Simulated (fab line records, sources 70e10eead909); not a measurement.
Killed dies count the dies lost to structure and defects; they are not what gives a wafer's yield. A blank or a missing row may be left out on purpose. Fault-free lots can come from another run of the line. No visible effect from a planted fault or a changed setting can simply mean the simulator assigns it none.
A lot that was struck, set against a sound lot ; flow nand_harc ; 43 steps out of a route of 1159
Sound: wafers L937.2, L937.3, L937.6. Wafers struck: L941.1, L941.3, L941.5. Last of all comes the cause.
For every step that has rows: the tool of each side, followed by ch and its chambers, followed by its first start. Under that, the readings that differ: sound wafers ; struck wafers ; difference of the means ; sigmas: that difference in standard deviations of wafers without a fault.
alike: readings with means less than 2 such deviations apart, plus words and numbers identical on both sides. not compared: withheld readings, readings lacking a value on some wafer, bounds such as >300 that could conceal the same value, and numbers that have no deviation in the record and whose values overlap.
Wherever a step has rows on one side only, a row that says differs or no value, or a row with sigmas, the two part there. When numbers do not overlap yet have no deviation, they are printed without sigmas and do not part them. A reading missing from all wafers of one side parts the sides only when that side holds two or more wafers.

first, 2 steps without rows for these wafers: NHARC_THIN_TSV_GRIND_00; NHARC_THIN_TSV_CMP_01 (polishes).
NHARC_THIN_TSV_THK_MEAS_02: measures by ir.
  sound on film_metro-01, day 21 05:37; struck on film_metro-01, day 22 03:34
reading;sound;struck;difference;sigmas
thk_nm (nm);3048 2567 2544;3231 3392 3535;+666;+3
then, 9 steps without rows for these wafers: NHARC_THIN_TSV_SRD_03; NHARC_THIN_TSV_PRECLEAN_41 (cleans in SC1); NHARC_THIN_TSV_SRD_42; NHARC_THIN_TSV_DEP_43 (deposits SiO2, target thk 1328.5 nm); NHARC_THIN_TSV_DEHYDRATE_04 (time 120 s); NHARC_THIN_TSV_HMDS_05 (time 30 s); NHARC_THIN_TSV_COAT_06; NHARC_THIN_TSV_SOFTBAKE_07 (time 95 s); NHARC_THIN_TSV_EBR_08.
NHARC_THIN_TSV_EXPOSE_09: exposes mask TSV.
  sound on krf_scanner-04 ch 0, day 21 06:31; struck on krf_scanner-04 ch 0, day 22 04:20
reading;sound;struck;difference;sigmas
exposure_dose_mJ_cm2;30.69 30.72 30.65;39.83 39.81 39.82;+9.13;+99 or more
  alike: mask
then, 2 steps without rows for these wafers: NHARC_THIN_TSV_PEB_10 (peb time 85 s); NHARC_THIN_TSV_DEVELOP_11 (time 70 s).
NHARC_THIN_TSV_CD_MEAS_12: the cd target is 1000 nm.
  sound on cd_sem-03 ch 0, day 21 06:40; struck on cd_sem-02 ch 0, day 22 04:29
reading;sound;struck;difference;sigmas
cd_nm (nm);997.1 1001.1 1001.1;1009.4 1005.8 1008.9;+8.3;+5
then, 1 step without rows for these wafers: NHARC_THIN_TSV_HARDBAKE_13 (time 80 s).
NHARC_THIN_TSV_DESCUM_14: chemistry O2, time 3 s.
  sound on rie_diel-05 ch 1,3, day 21 06:50; struck on rie_diel-05 ch 1,2,3, day 22 04:38
  alike: drypump_motor_current_A, oes_product_au, rf_vpp_V, showerhead_plenum_p_Torr, throttle_valve_pct
  not compared: rf_hours_counter_h
then, 2 steps without rows for these wafers: NHARC_THIN_TSV_ETCH_44 (etches the open film in CF4/O2, target depth 1594.2 nm, time 797.1 s); NHARC_THIN_TSV_ETCH_15 (target depth 3000 nm, bosch target overetch cycles 2, bosch etch step 2.8 s).
NHARC_THIN_TSV_CD_MEAS_16:
  sound on cd_sem-03, day 21 07:38; struck on cd_sem-02, day 22 05:27
reading;sound;struck;difference;sigmas
cd_nm (nm);997.3 1001.8 1001.7;1009.3 1006.5 1009.1;+8.0;+4
then, 4 steps without rows for these wafers: NHARC_THIN_TSV_STRIP_45 (strips in O2); NHARC_THIN_TSV_STRIP_46 (strips in post etch residue remover, time 1200 s); NHARC_THIN_TSV_DEP_47 (deposits SiO2, target thk 200 nm); NHARC_THIN_TSV_ETCHBACK_48 (etches the open film in C4F8/Ar, target depth 1028.5 nm, time 405.17 s).
NHARC_THIN_TSV_STRIP_62: strips in N2/H2, time 20 s.
  sound on plasma_asher-01 ch 0,1, day 21 09:23; struck on plasma_asher-01 ch 0, day 22 07:05
  alike: drypump_motor_current_A, heater_power_w
  not compared: rf_hours_counter_h
NHARC_THIN_TSV_DEGAS_49: time 120 s.
  sound on pvd_sputter-03, day 21 09:34; struck on pvd_sputter-01, day 22 07:17
  alike: heater_power_w
then, 7 steps without rows for these wafers: NHARC_THIN_TSV_PRE_CLEAN_50 (time 30 s); NHARC_THIN_TSV_PVD_19 (deposits TaN, target thk 20 nm); NHARC_THIN_TSV_PVD_51 (deposits Cu, target thk 100 nm); NHARC_THIN_TSV_ECD_20 (material Cu, target thk 2000 nm); NHARC_THIN_TSV_ANNEAL_52 (time 90 s); NHARC_THIN_TSV_CMP_21 (polishes, t overpolish 30 s, target thk 2000 nm); NHARC_THIN_TSV_SRD_23.
NHARC_THIN_TSV_DEGAS_53: time 60 s.
  sound on pvd_sputter-03, day 21 11:34; struck on pvd_sputter-03, day 22 09:15
  alike: heater_power_w
NHARC_THIN_TSV_PRE_CLEAN_54: time 30 s.
  sound on pvd_sputter-03, day 21 11:40; struck on pvd_sputter-03, day 22 09:19
  alike: heater_power_w
then, 5 steps without rows for these wafers: NHARC_THIN_TSV_PVD_55 (deposits TiN, target thk 50 nm); NHARC_THIN_TSV_PVD_24 (deposits Al, target thk 800 nm); NHARC_THIN_TSV_DEHYDRATE_25 (time 120 s); NHARC_THIN_TSV_HMDS_26 (time 30 s); NHARC_THIN_TSV_COAT_27.
NHARC_THIN_TSV_CD_MEAS_37:
  sound on cd_sem-01, day 21 14:03; struck on cd_sem-02, day 22 11:49
reading;sound;struck;difference;sigmas
cd_nm (nm);4996.7 5002.1 4999.1;5008.7 5005.3 5007.9;+8.0;+3
NHARC_END_SORT_01:
  the record has rows for the sound wafers here (prober-02 ch 0, day 22 23:25) and none for the struck ones

WHERE THEY PART
First at NHARC_THIN_TSV_THK_MEAS_02; last, within this record, at NHARC_END_SORT_01.

WHY: what the simulator had put in
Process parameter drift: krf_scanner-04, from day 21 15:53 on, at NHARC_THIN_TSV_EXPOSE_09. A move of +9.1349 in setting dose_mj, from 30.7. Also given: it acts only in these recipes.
